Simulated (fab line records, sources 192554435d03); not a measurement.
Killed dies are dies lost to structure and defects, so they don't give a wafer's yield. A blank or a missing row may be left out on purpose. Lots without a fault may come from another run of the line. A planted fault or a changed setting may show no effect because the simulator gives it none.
Chamber matching | flow n5_finfet | N5_BEOL_M1_ALD_84 on ald_metal-03: 4 sister chambers
The step deposits TaN, pulse time 2 s, purge time 3 s, co reactant purge time 2 s. 18 wafers are shown with their chamber, then 9 later ones without.

WAFERS WITH THEIR CHAMBER
wafer  | chamber | heater_power_outer_w (W) | heater_power_w (W)
L074.4 | 1       | 216                      | 412
L074.5 | 0       | 221                      | 397
L074.6 | 1       | 222                      | 409
L075.1 | 3       | 212                      | 399
L075.2 | 0       | 218                      | 392
L075.6 | 0       | 227                      | 393
L086.1 | 3       | 210                      | 401
L086.4 | 1       | 217                      | 397
L086.5 | 1       | 215                      | 414
L087.2 | 0       | 221                      | 398
L087.5 | 2       | 232                      | 436
L087.6 | 3       | 214                      | 403
L093.1 | 2       | 237                      | 425
L093.2 | 3       | 217                      | 410
L093.5 | 2       | 232                      | 424
L092.2 | 3       | 214                      | 402
L092.4 | 0       | 224                      | 387
L092.6 | 3       | 214                      | 412

SIGNATURES (means of the wafers above)
reading              | chamber 0 | chamber 1 | chamber 2 | chamber 3 | scatter within a chamber
heater_power_outer_w | 222.20    | 217.50    | 233.67    | 213.50    | 2.93
heater_power_w       | 393.40    | 408.00    | 428.33    | 404.50    | 5.84
Rule: a wafer's distance from a chamber is the root of the sum, over the readings, of the square of ((its reading less the chamber's mean) divided by the reading's scatter). The wafer belongs to the nearest chamber; if the next one is less than 2 further off, it can't be placed. The scatter: the root of (the sum of the squares of (reading less its chamber's mean) over the shown wafers, divided by (wafers less chambers)).

WAFERS WITHOUT THEIR CHAMBER
wafer  | heater_power_outer_w (W) | heater_power_w (W)
L094.1 | 217                      | 411
L094.2 | 216                      | 399
L094.6 | 226                      | 394
L095.1 | 211                      | 409
L095.3 | 221                      | 400
L095.5 | 216                      | 410
L097.2 | 217                      | 400
L097.4 | 212                      | 402
L097.6 | 219                      | 400

WHICH CHAMBER EACH WENT THROUGH
wafer  | from the rows above          | in truth
L094.1 | can't be placed: 1 or 3      | 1
L094.2 | can't be placed: 3 or 1 or 0 | 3
L094.6 | 0                            | 0
L095.1 | can't be placed: 3 or 1      | 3
L095.3 | can't be placed: 0 or 1 or 3 | 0
L095.5 | can't be placed: 1 or 3      | 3
L097.2 | can't be placed: 1 or 3 or 0 | 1
L097.4 | can't be placed: 3 or 1      | 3
L097.6 | can't be placed: 1 or 0 or 3 | 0
Placed correctly: 1 of 9. Can't be placed from these rows: 8 (the true chamber is among the candidates in 8). Placed wrongly: 0.
